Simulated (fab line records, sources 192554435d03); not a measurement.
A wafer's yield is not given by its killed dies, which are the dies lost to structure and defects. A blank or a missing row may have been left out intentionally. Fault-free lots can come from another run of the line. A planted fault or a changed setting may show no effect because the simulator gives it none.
fab line records | flow n5_finfet
[record] lots = 7 wafers = 39
route steps=1938 shown BEOL_M10@1512 BEOL_M13@1694 MIM_BOT@1833 PASSIVATION@1923
start_h: the number of hours between the record's first day and the start of the first shown wafer of the lot | wait_h: how many hours have passed since the lot's step before this one | " repeats the value in the row above | L1.1+2: a single row standing in for several wafers | - either no value or no given start | * or withheld: withheld | < > ~ a bound
route shown NAME@n: a module of which the file shows steps, and the number in the route of the first | usual: mean and standard deviation over wafers with no fault | same: alike in all rows | chamber/n: place in a boat | sites: each site's reading | _std_site: how widely they spread, as a standard deviation | _edge_site: inner sites' mean taken away from outer sites' mean | radius_mm: for every site, how far away it sits from the centre of the wafer | mask NAME#n: copy n | behind: the most recent tool/chamber to have shaped the wafer | hold: cause of the lot's hold/its duration in hours/its outcome | device: the transistor (n, p or np) that didn't switch | end of line: the same wafers' tests at the end of the route | where a step has no rows: the recipe by itself | killed: dies that structure and defects cost at the first sort, which is not the same as the wafer's yield | map: dies across one wafer; x = killed, . = not, _ = none there
set.NAME: the setting as run; set.NAME@STEP: as run at that earlier step | model.NAME: the simulator's own value behind a step, which no gauge read
one table per step and one row per wafer, for lots whose settings were changed on purpose
[[steps]]
[step N5_BEOL_M10_TRENCH_ETCH_37]
[recipe] chemistry = C4F6/O2 target_depth_a = 1488.3 target = SiCOH_lowk time_s = 48 ion_energy_ev = 250 pressure_mtorr = 30 source_w = 345 bias_w = 185 Ar_flow_sccm = 300 C4F6_flow_sccm = 10 O2_flow_sccm = 10
// columns lot.wafer tool chamber start_h wait_h set.target_depth_a model.BEOL_M10.feature_depth_nm model.etch.depth_nm model.TiN_of_BEOL_M10_HM_DEP_02.thk_nm
L074.1 rie_diel-01 3 - - 1488.3 147.6 147.6 16.2
L074.2 " 1 " " 1488.3 150.6 150.6 16
L074.3 " 2 " " 1488.3 149.8 149.8 16.2
L074.4 " 0 " " 1488.3 148.8 148.7 16
L074.5 " 2 " " 1488.3 149.4 149.5 16.2
L074.6 " 3 " " 1488.3 148.6 148.7 16
L075.1 rie_diel-04 0 - - 1488.3 151.4 151.4 15.6
L075.2 " 2 " " 1715 168.4 168.4 15.2
L075.3+5 " 1 " " 1488.3 147.2 147.2 15.8
L075.4 " 0 " " 1715 173 173 14.8
L075.6 " 2 " " 1715 169 168.9 15
L077.1 rie_diel-01 1 - - 1488.3 151 151.1 15.6
L077.2 " 2 " " 1488.3 150.6 150.6 15.4
L077.3 " 3 " " 1488.3 149.8 149.8 15.4
L077.4 " 0 " " 1488.3 149.4 149.5 15.6
L077.5 " 2 " " 1488.3 149.6 149.6 15.6
L077.6 " 3 " " 1488.3 148.6 148.6 15.8
L078.1 rie_diel-04 3 - - 1488.3 148.2 148.1 16
L078.2 " 1 " " 1488.3 146.2 146.3 16
L078.3 " 2 " " 1488.3 145.6 145.6 16
L078.4 " 0 " " 1488.3 150.2 150.1 16
L078.5 " 2 " " 1488.3 146.8 146.9 16
L078.6 " 1 " " 1488.3 147 147 15.8
L082.1 rie_diel-04 0 - - 1488.3 149.2 149.3 15.8
L082.2 " 3 " " 1488.3 146.4 146.4 15.8
L082.3+6 " 1,2 " " 1488.3 146 145.9 16
L082.4 " 2 " " 1488.3 145.6 145.6 16
L082.5 " 1 " " 1488.3 146.8 146.7 16
L088.2 rie_diel-04 1 - - 1488.3 146.2 146.2 16
L088.3 " 2 " " 1488.3 151.8 151.8 15.8
L088.4 " 2 " " 1488.3 152.4 152.3 15.8
L087.1 rie_diel-06 1 - - 1488.3 147.8 147.7 15.6
L087.2 " 2 " " 1176 116.6 116.7 16.4
L087.3 " 0 " " 1488.3 145.4 145.4 16
L087.4 " 3 " " 1176 116.8 116.8 16.6
L087.5 " 1 " " 1488.3 148.2 148.2 15.6
L087.6 " 0 " " 1176 115 115 16.6
[step N5_BEOL_M10_ETCH_41]
[recipe] chemistry = CH3F/O2 target = SiCN target_depth_a = 426 taper_deg = 2 time_s = 86 ion_energy_ev = 120 mask_material = TiN pressure_mtorr = 30 source_w = 395 bias_w = 75 Ar_flow_sccm = 150 CH3F_flow_sccm = 30 O2_flow_sccm = 20
[step N5_BEOL_M10_STRIP_77]
[recipe] chemistry = N2/H2 time_s = 10 power_w = 450 temp_c = 40 pressure_mtorr = 20 rf_frequency_hz = 6e+07 bias_power_w = 7 n2_flow_sccm = 200 h2_flow_sccm = 200
[step N5_BEOL_M10_OCD_MEAS_38]
[usual] trench_depth_nm = 148.1/1.7
// columns lot.wafer tool chamber start_h wait_h set.target_depth_a@BEOL_M10_TRENCH_ETCH_37 trench_depth_nm
L074.1 ocd-01 - 263.23 - 1488.3 147.3
L074.2 " - " " 1488.3 150.7
L074.3 " - " " 1488.3 150.2
L074.4 " - " " 1488.3 148.9
L074.5 " - " " 1488.3 150.0
L074.6 " - " " 1488.3 149.2
L075.1 ocd-02 - 279.17 - 1488.3 151.6
L075.2 " - " " 1715 168.5
L075.3 " - " " 1488.3 147.1
L075.4 " - " " 1715 173.1
L075.5 " - " " 1488.3 146.9
L075.6 " - " " 1715 169.1
L077.1 ocd-01 - 282.27 - 1488.3 151.1
L077.2 " - " " 1488.3 150.5
L077.3 " - " " 1488.3 149.6
L077.4 " - " " 1488.3 149.3
L077.5 " - " " 1488.3 149.8
L077.6 " - " " 1488.3 148.3
L078.1 ocd-02 - 289.60 - 1488.3 147.6
L078.2 " - " " 1488.3 146.7
L078.3 " - " " 1488.3 145.4
L078.4 " - " " 1488.3 149.9
L078.5 " - " " 1488.3 146.8
L078.6 " - " " 1488.3 147.0
L082.1 ocd-02 - 310.48 - 1488.3 149.4
L082.2 " - " " 1488.3 146.3
L082.3 " - " " 1488.3 146.1
L082.4 " - " " 1488.3 145.7
L082.5 " - " " 1488.3 146.9
L082.6 " - " " 1488.3 145.6
L088.2 ocd-02 - 345.15 - 1488.3 146.4
L088.3 " - " " 1488.3 151.9
L088.4 " - " " 1488.3 151.9
L087.1 ocd-01 - 345.31 - 1488.3 147.9
L087.2 " - " " 1176 117.0
L087.3 " - " " 1488.3 145.5
L087.4 " - " " 1176 116.9
L087.5 " - " " 1488.3 148.7
L087.6 " - " " 1176 115.0
[step N5_BEOL_M10_HM_STRIP_39]
[recipe] chemistry = peroxide_tin_strip material = TiN target_depth_a = 250 temp_c = 50 time_s = 158
[step N5_BEOL_M10_SRD_40]
[recipe] time_s = 30 temp_c = 23 rinse_liquid = diw dry = ipa_marangoni
[step N5_BEOL_M10_ECD_50]
[recipe] material = Cu target_thk_a = 3180
[step N5_BEOL_M10_ANNEAL_51]
[recipe] temp_c = 225 time_s = 90 ambient = N2
[step N5_BEOL_M10_CMP_52]
[recipe] stop_on = SiCOH_lowk t_overpolish_s = 7 down_force_psi = 1 platen_rpm = 50 clearing_platen_down_force_psi = 1.5 clearing_platen_rpm = 50 post_cmp_clean = cu_alkaline target_thk_nm = 140 clearing_platen_pad_velocity_m_s = 0.99484 pad_velocity_m_s = 0.99484
// columns lot.wafer tool chamber start_h wait_h set.target_depth_a@BEOL_M10_TRENCH_ETCH_37 model.Cu_of_BEOL_M10_ECD_50.thk_nm
L074.2 cmp-03 0 266.51 0.2 1488.3 143
L074.4+3 " 1,3 " " 1488.3 140.8
L074.1 " 2 " " 1488.3 138.8
L074.5 " 0 " " 1488.3 141.8
L074.6 " 1 " " 1488.3 139.8
L075.2 cmp-01 1 281.83 0.4 1715 159.4
L075.4 " 2 " " 1715 164.4
L075.1 " 3 " " 1488.3 142.2
L075.3 " 0 " " 1488.3 138.8
L075.5 " 1 " " 1488.3 137.2
L075.6 " 2 " " 1715 160
L077.2 cmp-01 2 285.43 0.6 1488.3 141.2
L077.3 " 3 " " 1488.3 140.8
L077.4 " 0 " " 1488.3 142.2
L077.1 " 1 " " 1488.3 141.6
L077.5 " 2 " " 1488.3 140.6
L077.6 " 3 " " 1488.3 140.4
L078.3 cmp-01 1 292.35 0.2 1488.3 134.4
L078.2 " 2 " " 1488.3 136.2
L078.4 " 3 " " 1488.3 139.8
L078.1 " 0 " " 1488.3 137.8
L078.6 " 1 " " 1488.3 137
L078.5 " 2 " " 1488.3 136
L082.4 cmp-03 0 312.08 0.1 1488.3 135.6
L082.1 " 1 " " 1488.3 140.2
L082.2 " 2 " " 1488.3 137.2
L082.3 " 3 " " 1488.3 136.2
L082.6+5 " 0,1 " " 1488.3 137
L088.4 cmp-01 0 348.22 0.2 1488.3 144.6
L088.2 " 1 " " 1488.3 137
L088.3 " 2 " " 1488.3 141
L087.4+2 cmp-03 0,1 348.32 0.1 1176 107.6
L087.3 " 2 " " 1488.3 135.8
L087.1 " 3 " " 1488.3 138.6
L087.6 " 0 " " 1176 105.4
L087.5 " 1 " " 1488.3 140.4
[step N5_BEOL_M10_THK_MEAS_53]
[recipe] thk_meas_gauge = xrf reads = Cu_of_BEOL_M10_ECD_50
[usual] M10_THK = 139.9/2.1
// columns lot.wafer tool chamber start_h wait_h set.target_depth_a@BEOL_M10_TRENCH_ETCH_37 M10_THK[nm]
L074.1 film_metro-01 - 266.81 - 1488.3 139.8
L074.2 " - " " 1488.3 143.7
L074.3 " - " " 1488.3 141.6
L074.4 " - " " 1488.3 141.7
L074.5 " - " " 1488.3 142.6
L074.6 " - " " 1488.3 139.9
L075.1 film_metro-02 - 282.13 - 1488.3 141.8
L075.2 " - " " 1715 159.3
L075.3 " - " " 1488.3 138.6
L075.4 " - " " 1715 163.8
L075.5 " - " " 1488.3 136.8
L075.6 " - " " 1715 160.6
L077.1 film_metro-01 - 285.72 - 1488.3 141.7
L077.2 " - " " 1488.3 140.9
L077.3 " - " " 1488.3 141.0
L077.4 " - " " 1488.3 142.4
L077.5 " - " " 1488.3 140.6
L077.6 " - " " 1488.3 140.2
L078.1 film_metro-02 - 292.65 - 1488.3 139.9
L078.2 " - " " 1488.3 138.4
L078.3 " - " " 1488.3 135.9
L078.4 " - " " 1488.3 141.5
L078.5 " - " " 1488.3 138.0
L078.6 " - " " 1488.3 139.4
L082.1 film_metro-02 - 312.37 - 1488.3 141.6
L082.2 " - " " 1488.3 138.4
L082.3 " - " " 1488.3 138.1
L082.4 " - " " 1488.3 137.3
L082.5 " - " " 1488.3 138.7
L082.6 " - " " 1488.3 138.6
L088.2 film_metro-02 - 348.48 - 1488.3 137.5
L088.3 " - " " 1488.3 141.4
L088.4 " - " " 1488.3 145.3
L087.1 film_metro-02 - 348.62 - 1488.3 139.8
L087.2 " - " " 1176 108.5
L087.3 " - " " 1488.3 137.3
L087.4 " - " " 1176 108.8
L087.5 " - " " 1488.3 141.9
L087.6 " - " " 1176 106.2
[step N5_BEOL_M10_PRE_CLEAN_55]
[recipe] gas = NH3 time_s = 15 temp_c = withheld rf_power_w = 300
[step N5_BEOL_M10_DEP_56]
[recipe] material = SiCN target_thk_a = 150 temp_c = withheld precursor = 3MS/NH3 pressure_torr = 3 rf_w = 202 time_s = 26.5
[step N5_BEOL_M10_RS_MEAS_57]
[recipe] thk_meas_gauge = four-point-probe reads = Cu_of_BEOL_M10_ECD_50+Co_of_BEOL_M10_CVD_75+TaN_of_BEOL_M10_ALD_74
[usual] M10_RS = 0.1524/0.0025
// columns lot.wafer tool chamber start_h wait_h set.target_depth_a@BEOL_M10_TRENCH_ETCH_37 M10_RS[ohm/sq]
L074.1 film_metro-02 - 266.94 0.1 1488.3 0.1523
L074.2 " - " " 1488.3 0.1476
L074.3 " - " " 1488.3 0.1495
L074.4 " - " " 1488.3 0.1498
L074.5 " - " " 1488.3 0.1485
L074.6 " - " " 1488.3 0.1508
L075.1 film_metro-02 - 282.26 0.1 1488.3 0.1482
L075.2 " - " " 1715 0.1309
L075.3 " - " " 1488.3 0.1521
L075.4 " - " " 1715 0.1266
L075.5 " - " " 1488.3 0.1539
L075.6 " - " " 1715 0.1302
L077.1 film_metro-02 - 285.85 0.1 1488.3 0.1490
L077.2 " - " " 1488.3 0.1490
L077.3 " - " " 1488.3 0.1498
L077.4 " - " " 1488.3 0.1480
L077.5 " - " " 1488.3 0.1497
L077.6 " - " " 1488.3 0.1501
L078.1 film_metro-01 - 292.78 0.1 1488.3 0.1537
L078.2 " - " " 1488.3 0.1553
L078.3 " - " " 1488.3 0.1577
L078.4 " - " " 1488.3 0.1512
L078.5 " - " " 1488.3 0.1559
L078.6 " - " " 1488.3 0.1545
L082.1 film_metro-01 - 312.51 0.1 1488.3 0.1506
L082.2 " - " " 1488.3 0.1542
L082.3 " - " " 1488.3 0.1556
L082.4 " - " " 1488.3 0.1562
L082.5 " - " " 1488.3 0.1544
L082.6 " - " " 1488.3 0.1543
L088.2 film_metro-01 - 348.61 0.1 1488.3 0.1544
L088.3 " - " " 1488.3 0.1495
L088.4 " - " " 1488.3 0.1454
L087.1 film_metro-01 - 348.75 0.1 1488.3 0.1525
L087.2 " - " " 1176 0.2027
L087.3 " - " " 1488.3 0.1559
L087.4 " - " " 1176 0.2021
L087.5 " - " " 1488.3 0.1507
L087.6 " - " " 1176 0.2077
[step N5_BEOL_M13_ETCH_68]
[recipe] chemistry = N2/H2 target = SOC mask_material = SiARC source_w = 3000 bias_w = 350 temp_c = 40 time_s = 355 ion_energy_ev = 200 pressure_mtorr = 30 n2_flow_sccm = 200 h2_flow_sccm = 200
// columns lot.wafer tool chamber start_h wait_h set.time_s model.SiARC_of_BEOL_M13_COAT_66.thk_nm
L074.1 rie_diel-05 3 280.27 0.1 355 77.2
L074.2 " 2 " " 293.6 82.8
L074.3 " 1 " " 355 76.2
L074.4+5 " 0 " " 293.6 83.4
L074.6 " 3 " " 355 77.4
L075.1 rie_diel-03 2 306.73 0.1 355 77
L075.2+3+4 " 3,0,1 " " 355 77.2
L075.5 " 1 " " 355 76.8
L075.6 " 0 " " 355 76.6
L077.1+2 rie_diel-05 0,3 306.99 0.1 355 77.6
L077.3 " 1 " " 181.6 92.6
L077.4 " 2 " " 181.6 93
L077.5 " 3 " " 355 77.2
L077.6 " 2 " " 181.6 92.8
L078.1 rie_diel-05 0 313.54 0.1 355 77.6
L078.2 " 2 " " 467 66.2
L078.3 " 3 " " 467 66.6
L078.4 " 1 " " 355 76
L078.5 " 2 " " 355 76.4
L078.6 " 1 " " 467 65.6
L082.1 rie_diel-02 3 331.21 0.1 532.5 61
L082.2 " 1 " " 532.5 61.4
L082.3 " 2 " " 355 76.8
L082.4 " 0 " " 355 76.4
L082.5 " 3 " " 355 77.4
L082.6 " 2 " " 532.5 60.6
L088.2 rie_diel-02 2 364.23 0.1 355 77.4
L088.3 " 0 " " 355 76.2
L088.4 " 0 " " 355 76.8
L087.1 rie_diel-05 2 367.05 0.1 542.6 58.6
L087.2+5 " 0 " " 355 76
L087.3 " 1 " " 542.6 58.2
L087.4 " 3 " " 542.6 59.8
L087.6 " 1 " " 355 76.2
[step N5_MIM_BOT_SPUTTER_00]
[recipe] material = TiN target_thk_a = 350 temp_c = 200 power_w = 3000 chamber_pressure_pa = 0.49996 gas = Ar reactive_partial_pa = 0.37997 time_s = 89.7
// columns lot.wafer tool chamber start_h wait_h set.target_thk_a model.TiN_of_MIM_BOT_SPUTTER_00.thk_nm
L074.1 pvd_sputter-03 - 302.90 0.0 463 46
L074.2 " - " " 463 46.2
L074.3+4+5 " - " " 350 34.8
L074.6 " - " " 463 46.4
L075.1+5+6 pvd_sputter-02 - 323.25 0.0 350 35.4
L075.2 " - " " 522 52.8
L075.3 " - " " 522 53.2
L075.4 " - " " 522 52.6
L077.1 pvd_sputter-03 - 326.46 0.0 526 52.6
L077.2+4 " - " " 350 35.2
L077.3+6 " - " " 526 52.8
L077.5 " - " " 350 34.8
L078.1+2+6 pvd_sputter-02 - 334.79 0.0 350 34.8
L078.3+5 " - " " 508 50.8
L078.4 " - " " 508 50.4
L082.1+2 pvd_sputter-03 - 347.22 0.0 507.6 50.4
L082.3+5 " - " " 350 34.6
L082.4 " - " " 507.6 50.2
L082.6 " - " " 350 34.8
L088.2 pvd_sputter-02 - 383.17 0.0 350 34.8
L088.3+4 " - " " 350 35.2
L087.1 pvd_sputter-01 - 383.50 0.0 227 22.6
L087.2+4 " - " " 227 22.8
L087.3 " - " " 350 35.2
L087.5 " - " " 350 35
L087.6 " - " " 350 35.4
[step N5_PASSIVATION_DEVELOP_43]
[recipe] develop_time_s = 60 rinse_liquid = diw dry = air_spin dev_temp_c = 21
// columns lot.wafer tool chamber start_h wait_h set.develop_time_s
L074.1+2+3+4+5+6 litho_track-04 0 - - 60
L075.1+2+3 litho_track-01 0 - - 60
L075.4+5+6 " 0 " " 26.21
L077.1+2+3+4+5+6 litho_track-05 0 - - 60
L078.1+3+6 litho_track-04 0 - - 60
L078.2+4+5 " 0 " " 69.56
L082.1+3+4 litho_track-05 0 - - 86.98
L082.2+5+6 " 0 " " 60
L088.2+3+4 litho_track-01 0 - - 60
L087.1+2+3 litho_track-01 0 - - 50.62
L087.4+5+6 " 0 " " 60
[step N5_PASSIVATION_HARDBAKE_45]
[recipe] temp_c = 130 time_s = 120
[step N5_PASSIVATION_CD_MEAS_44]
[recipe] target_cd_nm = 40000 landing_energy_ev = 500 detector = se_inlens
[usual] cd_nm = 39999/3.1
// columns lot.wafer tool chamber start_h wait_h set.develop_time_s@PASSIVATION_DEVELOP_43 cd_nm
L074.1 cd_sem-03 0 312.33 - 60 39995
L074.2 " 0 " " 60 39996
L074.3 " 0 " " 60 39999
L074.4 " 0 " " 60 39998
L074.5 " 0 " " 60 39999
L074.6 " 0 " " 60 39996
L075.1 cd_sem-02 0 334.19 - 60 40003
L075.2 " 0 " " 60 40001
L075.3 " 0 " " 60 39999
L075.4 " 0 " " 26.21 39966
L075.5 " 0 " " 26.21 39964
L075.6 " 0 " " 26.21 39964
L077.1 cd_sem-02 0 338.15 - 60 40004
L077.2 " 0 " " 60 40001
L077.3 " 0 " " 60 40000
L077.4 " 0 " " 60 40001
L077.5 " 0 " " 60 40000
L077.6 " 0 " " 60 40007
L078.1 cd_sem-03 0 345.64 - 60 40000
L078.2 " 0 " " 69.56 40005
L078.3 " 0 " " 60 40001
L078.4 " 0 " " 69.56 40001
L078.5 " 0 " " 69.56 40007
L078.6 " 0 " " 60 39999
L082.1 cd_sem-02 0 357.70 - 86.98 40017
L082.2 " 0 " " 60 40000
L082.3 " 0 " " 86.98 40013
L082.4 " 0 " " 86.98 40015
L082.5 " 0 " " 60 39999
L082.6 " 0 " " 60 40001
L088.2 cd_sem-03 0 392.51 - 60 40000
L088.3 " 0 " " 60 39999
L088.4 " 0 " " 60 39998
L087.1 cd_sem-03 0 393.89 - 50.62 39986
L087.2 " 0 " " 50.62 39988
L087.3 " 0 " " 50.62 39986
L087.4 " 0 " " 60 39997
L087.5 " 0 " " 60 39994
L087.6 " 0 " " 60 39993
[[key]]
[split] step = N5_BEOL_M10_TRENCH_ETCH_37 setting = target_depth_a stated = 1488.3 by = wafer
[response] step = N5_BEOL_M10_TRENCH_ETCH_37 reading = model.BEOL_M10.feature_depth_nm change = +1.46 per = 1% r = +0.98
[response] step = N5_BEOL_M10_TRENCH_ETCH_37 reading = model.etch.depth_nm change = +1.45 per = 1% r = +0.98
[response] step = N5_BEOL_M10_TRENCH_ETCH_37 reading = model.TiN_of_BEOL_M10_HM_DEP_02.thk_nm change = -0.0416 per = 1% r = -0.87
[response] step = N5_BEOL_M10_OCD_MEAS_38 reading = trench_depth_nm change = +1.46 per = 1% r = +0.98
[response] step = N5_BEOL_M10_CMP_52 reading = model.Cu_of_BEOL_M10_ECD_50.thk_nm change = +1.48 per = 1% r = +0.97
[response] step = N5_BEOL_M10_THK_MEAS_53 reading = M10_THK change = +1.5 per = 1% r = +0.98
[response] step = N5_BEOL_M10_RS_MEAS_57 reading = M10_RS change = -0.0021 per = 1% r = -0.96
[split] step = N5_BEOL_M13_ETCH_68 setting = time_s stated = 355 by = wafer
[response] step = N5_BEOL_M13_ETCH_68 reading = model.SiARC_of_BEOL_M13_COAT_66.thk_nm change = -0.322 per = 1% r = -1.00
[split] step = N5_MIM_BOT_SPUTTER_00 setting = target_thk_a stated = 350 by = wafer
[response] step = N5_MIM_BOT_SPUTTER_00 reading = model.TiN_of_MIM_BOT_SPUTTER_00.thk_nm change = +0.352 per = 1% r = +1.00
[split] step = N5_PASSIVATION_DEVELOP_43 setting = develop_time_s stated = 60 by = wafer
[response] step = N5_PASSIVATION_CD_MEAS_44 reading = cd_nm change = +0.511 per = 1% r = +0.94
